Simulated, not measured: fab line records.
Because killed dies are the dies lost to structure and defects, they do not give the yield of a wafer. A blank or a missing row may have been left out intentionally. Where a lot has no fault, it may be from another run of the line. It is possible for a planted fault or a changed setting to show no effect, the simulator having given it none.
Split-lot study	flow n5 finfet	on a route of 1938 steps: 7 lots, 39 wafers read

== THE SPLIT ITSELF ==
At N5_DUMMY_GATE_ETCH_37 (etches SOC in N2/H2, target depth 60 nm, overetch 30 nm), the setting source w was moved away from the recipe's 840 W on 15 of the 39 wafers read, by -19.0% to +15.5%. This setting was run at the recipe's value on the other wafers.

The split's own step is where the reading is taken.

== THE READING ==
rf vpp V, in V, at N5_DUMMY_GATE_ETCH_37 (etches SOC in N2/H2, target depth 60 nm, overetch 30 nm). Fault-free wafers of this fab line usually give 524.4 V, standard deviation 2.1 V.

wafer	tool, chamber at the split	source w as run, W	against the recipe	rf vpp V, V	against lot-mates on the recipe
L076.1	rie diel-03, 0	840	recipe	524.4	-
L076.2	rie diel-03, 2	840	recipe	524.5	-
L076.3	rie diel-03, 3	909.8	+8.3%	511.7	-12.7
L076.4	rie diel-03, 1	909.8	+8.3%	514.2	-10.2
L076.5	rie diel-03, 3	909.8	+8.3%	511.1	-13.3
L076.6	rie diel-03, 0	840	recipe	524.3	-
L082.1	rie diel-02, 1	840	recipe	524.9	-
L082.2	rie diel-02, 3	970.6	+15.5%	498.0	-27.2
L082.3	rie diel-02, 0	970.6	+15.5%	502.8	-22.4
L082.4	rie diel-02, 2	840	recipe	525.4	-
L082.5	rie diel-02, 1	970.6	+15.5%	501.6	-23.6
L082.6	rie diel-02, 2	840	recipe	525.4	-
L084.1	rie diel-04, 3	840	recipe	524.7	-
L084.2	rie diel-04, 0	840	recipe	518.5	-
L084.3	rie diel-04, 2	840	recipe	524.5	-
L084.4	rie diel-04, 1	840	recipe	522.5	-
L084.5	rie diel-04, 1	840	recipe	522.1	-
L084.6	rie diel-04, 0	840	recipe	518.5	-
L086.1	rie diel-03, 0	840	recipe	524.2	-
L086.2	rie diel-03, 2	903.1	+7.5%	509.1	-15.5
L086.3	rie diel-03, 1	840	recipe	526.6	-
L086.4	rie diel-03, 3	903.1	+7.5%	511.9	-12.7
L086.5	rie diel-03, 0	840	recipe	523.0	-
L086.6	rie diel-03, 1	903.1	+7.5%	513.7	-10.9
L092.1	rie diel-02, 1	680	-19.0%	563.4	+39.9
L092.2	rie diel-02, 0	840	recipe	526.1	-
L092.3	rie diel-02, 3	840	recipe	521.7	-
L092.4	rie diel-02, 0	680	-19.0%	563.8	+40.3
L092.5	rie diel-02, 1	680	-19.0%	566.1	+42.6
L092.6	rie diel-02, 3	840	recipe	522.6	-
L093.1	rie diel-04, 0	840	recipe	519.6	-
L093.3	rie diel-04, 1	840	recipe	520.3	-
L093.4	rie diel-04, 3	840	recipe	522.6	-
L096.1	rie diel-02, 3	840	recipe	522.8	-
L096.2	rie diel-02, 1	840	recipe	526.5	-
L096.3	rie diel-02, 2	773.5	-7.9%	541.4	+16.3
L096.4	rie diel-02, 0	840	recipe	525.9	-
L096.5	rie diel-02, 2	773.5	-7.9%	540.3	+15.2
L096.6	rie diel-02, 3	773.5	-7.9%	536.5	+11.4

THE FIT
A straight line over all 39 wafers: rf vpp V changes by -1.83 V for each +1% of source w; r = -0.98; the points scatter about the line by 3.2 V.
The same after taking each lot's own level away (the mean of its wafers on the recipe; 39 wafers): -1.86 V for each +1%; r = -0.98; scatter 2.6 V.
On that fit, the largest move of source w shifts the reading by 35 V.
From 520.83 to 525.23 V: that is the span of the lots' own levels, equal to 2.1 times the standard deviation above.
Hence the lot-to-lot level has little effect on the slope; both slopes agree.
Check: with one of the wafers moved furthest among these (-19.0%) left out of the fit, the line predicts +35.8 V for it against its lot-mates. Against them it came out at +39.9 V.
Tool readings at the split's step, against how far the setting was moved: rf vpp V r = -0.98.

== ADDITIONAL SPLITS CARRIED BY THESE WAFERS ==
Other splits were also applied to these wafers ahead of the reading. Each is held against what the fit with the lots' levels taken away leaves over:
other split on the same wafers	wafers away from the commonest value	r with rf vpp V (lot level and that fit taken away)
N5_DUMMY_GATE_EXPOSE_12 dose mj	18	+0.05

== THE FILE'S OWN FIT ==
rf vpp V changes by -1.86 V for each +1% of source w, r = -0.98.
